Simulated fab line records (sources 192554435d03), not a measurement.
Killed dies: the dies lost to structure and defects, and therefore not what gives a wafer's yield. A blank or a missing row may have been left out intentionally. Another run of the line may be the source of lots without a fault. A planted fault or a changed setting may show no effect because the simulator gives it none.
Split-lot experiment / flow n5 finfet / 21 wafers read from 7 lots, route of 1938 steps

## THE SPLIT ITSELF
At N5_BEOL_M2_ETCH_70 (etches SOC in N2/H2, target depth 80 nm, overetch 24 nm, time 130 s), the setting time s was moved away from the recipe's 130 s on 5 of the 21 wafers read, by -9.3% to +15.4%. All remaining wafers had this setting at the recipe value.

Reading taken at the split's own step.

## THE READING
SiARC_of_BEOL_M2_COAT_68.thk nm (the simulator's own value, which no gauge read), in nm, at N5_BEOL_M2_ETCH_70 (etches SOC in N2/H2, target depth 80 nm, overetch 24 nm, time 130 s). No usual value for it is given in the file. Across the 16 wafers here that went through the recipe, the average is 5.8 nm and the standard deviation 0.15 nm.

wafer=L080.2; tool, chamber at the split=rie diel-06, 2; time s as run, s=117.9; against the recipe=-9.3%; SiARC_of_BEOL_M2_COAT_68.thk nm, nm=6.2; against lot-mates on the recipe=+0.6
wafer=L080.3; tool, chamber at the split=rie diel-06, 1; time s as run, s=117.9; against the recipe=-9.3%; SiARC_of_BEOL_M2_COAT_68.thk nm, nm=6.4; against lot-mates on the recipe=+0.8
wafer=L080.4; tool, chamber at the split=rie diel-06, 0; time s as run, s=130; against the recipe=recipe; SiARC_of_BEOL_M2_COAT_68.thk nm, nm=5.6; against lot-mates on the recipe=-
wafer=L081.1; tool, chamber at the split=rie diel-02, 3; time s as run, s=130; against the recipe=recipe; SiARC_of_BEOL_M2_COAT_68.thk nm, nm=5.8; against lot-mates on the recipe=-
wafer=L081.4; tool, chamber at the split=rie diel-02, 3; time s as run, s=130; against the recipe=recipe; SiARC_of_BEOL_M2_COAT_68.thk nm, nm=5.8; against lot-mates on the recipe=-
wafer=L081.5; tool, chamber at the split=rie diel-02, 0; time s as run, s=130; against the recipe=recipe; SiARC_of_BEOL_M2_COAT_68.thk nm, nm=6.2; against lot-mates on the recipe=-
wafer=L085.1; tool, chamber at the split=rie diel-02, 2,3; time s as run, s=130; against the recipe=recipe; SiARC_of_BEOL_M2_COAT_68.thk nm, nm=5.8; against lot-mates on the recipe=-
wafer=L085.2; tool, chamber at the split=rie diel-02, 2,3; time s as run, s=130; against the recipe=recipe; SiARC_of_BEOL_M2_COAT_68.thk nm, nm=5.8; against lot-mates on the recipe=-
wafer=L085.5; tool, chamber at the split=rie diel-02, 0; time s as run, s=130; against the recipe=recipe; SiARC_of_BEOL_M2_COAT_68.thk nm, nm=6.2; against lot-mates on the recipe=-
wafer=L086.2; tool, chamber at the split=rie diel-05, 1; time s as run, s=130; against the recipe=recipe; SiARC_of_BEOL_M2_COAT_68.thk nm, nm=5.8; against lot-mates on the recipe=-
wafer=L086.6; tool, chamber at the split=rie diel-05, 1; time s as run, s=130; against the recipe=recipe; SiARC_of_BEOL_M2_COAT_68.thk nm, nm=5.8; against lot-mates on the recipe=-
wafer=L086.4; tool, chamber at the split=rie diel-05, 2; time s as run, s=150; against the recipe=+15.4%; SiARC_of_BEOL_M2_COAT_68.thk nm, nm=4.8; against lot-mates on the recipe=-1.0
wafer=L089.3; tool, chamber at the split=rie diel-05, 3; time s as run, s=147.9; against the recipe=+13.8%; SiARC_of_BEOL_M2_COAT_68.thk nm, nm=5; against lot-mates on the recipe=-0.8
wafer=L089.4; tool, chamber at the split=rie diel-05, 1; time s as run, s=130; against the recipe=recipe; SiARC_of_BEOL_M2_COAT_68.thk nm, nm=5.8; against lot-mates on the recipe=-
wafer=L089.6; tool, chamber at the split=rie diel-05, 1; time s as run, s=130; against the recipe=recipe; SiARC_of_BEOL_M2_COAT_68.thk nm, nm=5.8; against lot-mates on the recipe=-
wafer=L088.3; tool, chamber at the split=rie diel-06, 2,0,2; time s as run, s=130; against the recipe=recipe; SiARC_of_BEOL_M2_COAT_68.thk nm, nm=5.8; against lot-mates on the recipe=-
wafer=L088.4; tool, chamber at the split=rie diel-06, 2,0,2; time s as run, s=130; against the recipe=recipe; SiARC_of_BEOL_M2_COAT_68.thk nm, nm=5.8; against lot-mates on the recipe=-
wafer=L088.5; tool, chamber at the split=rie diel-06, 2,0,2; time s as run, s=130; against the recipe=recipe; SiARC_of_BEOL_M2_COAT_68.thk nm, nm=5.8; against lot-mates on the recipe=-
wafer=L097.1; tool, chamber at the split=rie diel-02, 1; time s as run, s=130; against the recipe=recipe; SiARC_of_BEOL_M2_COAT_68.thk nm, nm=6; against lot-mates on the recipe=-
wafer=L097.3; tool, chamber at the split=rie diel-02, 2; time s as run, s=139.3; against the recipe=+7.2%; SiARC_of_BEOL_M2_COAT_68.thk nm, nm=5.4; against lot-mates on the recipe=-0.5
wafer=L097.6; tool, chamber at the split=rie diel-02, 3; time s as run, s=130; against the recipe=recipe; SiARC_of_BEOL_M2_COAT_68.thk nm, nm=5.8; against lot-mates on the recipe=-
Where a row lists several chambers, the file gives one row for several wafers and doesn't say which wafer went through which chamber.

FIT RESULTS
A straight line over all 21 wafers: SiARC_of_BEOL_M2_COAT_68.thk nm changes by -0.0601 nm for each +1% of time s; r = -0.92; the points scatter about the line by 0.15 nm.
The same after taking each lot's own level away (the mean of its wafers on the recipe; 21 wafers): -0.0664 nm for each +1%; r = -0.95; scatter 0.12 nm.
According to that fit, moving time s by its largest amount changes the reading by 1 nm.
The span of the lots' own levels, 5.60 to 5.93 nm, comes to 2.2 times the standard deviation stated above.
Consequently the slope shifts little with the lot-to-lot level, the two slopes agreeing.
Check: -1.01 nm against its lot-mates is what the line predicts for one of the wafers moved furthest among these (+15.4%) when that wafer is left out of the fit. Against them it came out at -1 nm.

## OTHER SPLITS APPLIED TO THESE WAFERS
These wafers also went through other splits before the reading. Each is held against what the fit with the lots' levels taken away leaves over:
other split on the same wafers=N5_HKMG_FIN_COAT_66 spin rpm; wafers away from the commonest value=9; r with SiARC_of_BEOL_M2_COAT_68.thk nm (lot level and that fit taken away)=+0.19
other split on the same wafers=N5_MOL_CONTACT_COAG_ALD_27 ald cycles; wafers away from the commonest value=6; r with SiARC_of_BEOL_M2_COAT_68.thk nm (lot level and that fit taken away)=+0.08
other split on the same wafers=N5_MOL_CONTACT_COAG_EXPOSE_81 dose mj; wafers away from the commonest value=9; r with SiARC_of_BEOL_M2_COAT_68.thk nm (lot level and that fit taken away)=-0.11
other split on the same wafers=N5_BEOL_M0_SAQP_ETCH_88 source w; wafers away from the commonest value=8; r with SiARC_of_BEOL_M2_COAT_68.thk nm (lot level and that fit taken away)=-0.03
other split on the same wafers=N5_BEOL_M1_TRENCH_ETCH_37 source w; wafers away from the commonest value=7; r with SiARC_of_BEOL_M2_COAT_68.thk nm (lot level and that fit taken away)=+0.13
other split on the same wafers=N5_BEOL_M2_ALD_98 ald cycles; wafers away from the commonest value=10; r with SiARC_of_BEOL_M2_COAT_68.thk nm (lot level and that fit taken away)=+0.00

## FILE'S OWN FIT
SiARC_of_BEOL_M2_COAT_68.thk nm changes by -0.0647 nm for each +1% of time s, r = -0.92.
